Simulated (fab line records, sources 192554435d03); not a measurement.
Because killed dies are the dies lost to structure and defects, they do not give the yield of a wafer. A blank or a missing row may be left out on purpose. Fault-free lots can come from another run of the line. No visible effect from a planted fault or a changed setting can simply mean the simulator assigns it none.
Matching of chambers | flow n5_finfet | pecvd-04 running N5_BEOL_M9_DEP_56: 3 sister chambers
The step deposits SiCN from 3MS/NH3, target thk 15 nm, time 26.5 s. 14 wafers are shown with their chamber, then 7 later ones without.

== WAFERS PAIRED WITH THEIR CHAMBERS ==
wafer  | chamber | showerhead_plenum_p_Torr (Torr) | throttle_valve_pct (%)
L297.2 | 0       | 3.631                           | 9.0
L297.3 | 2       | 3.662                           | 9.2
L297.5 | 0       | 3.644                           | 9.2
L295.2 | 2       | 3.669                           | 9.2
L295.3 | 0       | 3.631                           | 9.1
L295.5 | 0       | 3.642                           | 9.1
L300.3 | 2       | 3.657                           | 9.4
L300.4 | 0       | 3.629                           | 9.2
L300.5 | 1       | 3.643                           | 9.2
L304.4 | 0       | 3.630                           | 9.2
L304.5 | 1       | 3.653                           | 9.4
L304.6 | 2       | 3.670                           | 9.4
L306.2 | 2       | 3.664                           | 9.1
L306.3 | 0       | 3.625                           | 9.2

SIGNATURES (averages over the wafers above)
reading                  | chamber 0 | chamber 1 | chamber 2 | scatter within a chamber
showerhead_plenum_p_Torr | 3.63314   | 3.64800   | 3.66440   | 0.00648
throttle_valve_pct       | 9.143     | 9.300     | 9.260     | 0.108
Rule: a wafer's distance from a chamber is the root of the sum, over the readings, of the square of ((its reading less the chamber's mean) divided by the reading's scatter). If the next closest chamber is less than 2 further off than the closest, the wafer can't be placed; otherwise it belongs to the closest. How the scatter is found: for the shown wafers, subtract from each reading the mean of its chamber, square and add these, divide the total by (wafers less chambers), then take the root.

== WAFERS WHOSE CHAMBER IS MISSING ==
wafer  | showerhead_plenum_p_Torr (Torr) | throttle_valve_pct (%)
L306.4 | 3.633                           | 9.0
L317.2 | 3.629                           | 9.2
L317.4 | 3.644                           | 9.5
L317.6 | 3.627                           | 8.8
L315.3 | 3.633                           | 9.1
L315.4 | 3.653                           | 9.3
L315.5 | 3.632                           | 9.3

== EACH ONE'S CHAMBER ==
wafer  | from the rows above          | in truth
L306.4 | 0                            | 0
L317.2 | 0                            | 0
L317.4 | can't be placed: 1 or 0 or 2 | 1
L317.6 | 0                            | 0
L315.3 | 0                            | 0
L315.4 | can't be placed: 1 or 2      | 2
L315.5 | can't be placed: 0 or 1      | 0
Placed correctly: 4 of 7. From these rows, 3 cannot be placed; in 3 the true chamber is one of the candidates. Placed wrongly: 0.
